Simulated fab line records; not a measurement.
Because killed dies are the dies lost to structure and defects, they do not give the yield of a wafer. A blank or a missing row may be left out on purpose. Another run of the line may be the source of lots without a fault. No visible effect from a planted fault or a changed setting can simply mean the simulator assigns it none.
Code-filled problem report in 8D (eight disciplines) form || flow n5-finfet || the parts of the form that need people (team, actions taken, sign-off) are left out
Where a reading is given only as a bound, like >300, the bound stands for it, and a mean or a difference that rests on one is marked > or <: the true number lies beyond.

1. WHAT IS WRONG
raw-defect-count at N5_BEOL_M0_CUTY_INSPECT_59 reads a mean of >300 on 9 wafers of 3 lots; wafers without a fault read 2.0 with a standard deviation of 1.5. So: +99 or more standard deviations from the usual mean.
The step: inspects for defects (macro).
The first sign was on wafer L949.1 at day 9 01:13, on defect-inspect-01. At this step, 15 wafers from 5 lots have a number in the record. By rule, "out" or "out of limits" means more than 4 standard deviations away from the usual mean. Any other wafer with a number is counted as sound.

2. WHAT IT IS, WHAT IT ISN'T
{"question": "which readings at this step", "is": "raw-defect-count", "is not": "-"}
{"question": "which lots", "is": "L949, L950, L955", "is not": "L948, L958"}
{"question": "which wafers of those lots", "is": "all that have a number", "is not": "-"}
{"question": "read on which gauges", "is": "defect-inspect-01, defect-inspect-02", "is not": "-"}
{"question": "when", "is": "from day 9 01:13", "is not": "up to then (3 sound wafers); but 3 sound wafers of L958 came after"}

3. THE SUSPECTS, EACH WITH WHAT RULES IT OUT
Counting: a tool at any process step up to the reading remains a suspect when it ran all the lots that are out and ran no sound lot after the first of those.
- the gauge at N5_BEOL_M0_CUTY_INSPECT_59 is ruled out. 2 gauges (defect-inspect-01, defect-inspect-02) read the wafers that are out.
- ald-sin-04 at N5_BEOL_M0_SAQP_ALD_48 (deposits SiO2, target thk 20 nm, pulse time 1 s, co reactant pulse time 1 s): kept. Every lot that is out went through it, starting with L949 (day 9 00:07), and after that it ran no sound lot; the last sound lot it ran before then is L948 (day 8 17:10).
Remaining after the count: ald-sin-04 at N5_BEOL_M0_SAQP_ALD_48.

4. THE CAUSE (what the simulator had put in)
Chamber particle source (ald-sin-04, N5_BEOL_M0_SAQP_ALD_48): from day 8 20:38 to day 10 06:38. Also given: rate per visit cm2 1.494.
Only this tool survived the counting.

5. SEQUENCE OF EFFECTS, ordered by route
One row per reading whose mean, taken over the struck wafers that have a number, lies over 3 standard deviations from the usual. Only readings for which the record gives a usual standard deviation are gone through. hours: the time from each lot's start at the first step in this table that gives one to its start at this step, as a median over the lots. sigmas: the change in usual standard deviations.
{"hours": 0, "step": "N5_BEOL_M0_CUTY_INSPECT_59", "reading": "raw-defect-count", "usual": 2.0, "on struck wafers": ">300", "change": ">+298", "sigmas": "+99 or more"}
{"hours": 154, "step": "N5_PASSIVATION_PROBE_49", "reading": "defect-limited-yield", "usual": "91.3 %", "on struck wafers": 83.3, "change": -8.0, "sigmas": -5.7}
{"hours": 154, "step": "N5_PASSIVATION_PROBE_49", "reading": "killed_at_M0_to_M3", "usual": 32, "on struck wafers": 133, "change": "+101", "sigmas": "+11"}
{"hours": 154, "step": "N5_PASSIVATION_PROBE_49", "reading": "killed-dies", "usual": 103, "on struck wafers": 197, "change": "+94", "sigmas": "+5.5"}
{"hours": 154, "step": "N5_PASSIVATION_PROBE_49", "reading": "killed-on-rim", "usual": 14, "on struck wafers": 30, "change": "+16", "sigmas": "+3.9"}
{"hours": 154, "step": "N5_PASSIVATION_PROBE_49", "reading": "sort_bin_5_function", "usual": "5.0 %", "on struck wafers": 9.8, "change": "+4.8", "sigmas": "+5.3"}
{"hours": 154, "step": "N5_PASSIVATION_PROBE_49", "reading": "sort-n-pass", "usual": 1076, "on struck wafers": 983, "change": -93, "sigmas": -5.5}
{"hours": 154, "step": "N5_PASSIVATION_PROBE_49", "reading": "sort-yield-pct", "usual": "91.2 %", "on struck wafers": 83.3, "change": -7.9, "sigmas": -5.6}
The process steps in it:
- N5_PASSIVATION_PROBE_49
Later measuring or inspecting steps at which every struck wafer that the step has a row for has a number for every such reading, and none has moved that far: N5_BEOL_M4_RC_MEAS_101.

6. HOW IT WOULD HAVE BEEN CAUGHT EARLIER
Counted from the fault's start at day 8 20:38, it took 5 hours until the first out-of-limits reading at a measuring or inspecting step in this record, taken at day 9 01:13.
No tool reading at N5_BEOL_M0_SAQP_ALD_48 that has a usual standard deviation in the record was out on any struck wafer, so an alarm limit of 4 standard deviations on those readings would not have fired.
Among the 3 lots that are out, L950, L955 began N5_BEOL_M0_SAQP_ALD_48 on ald-sin-04 after day 9 01:13. A hold on the tool at that time would have spared those 2.
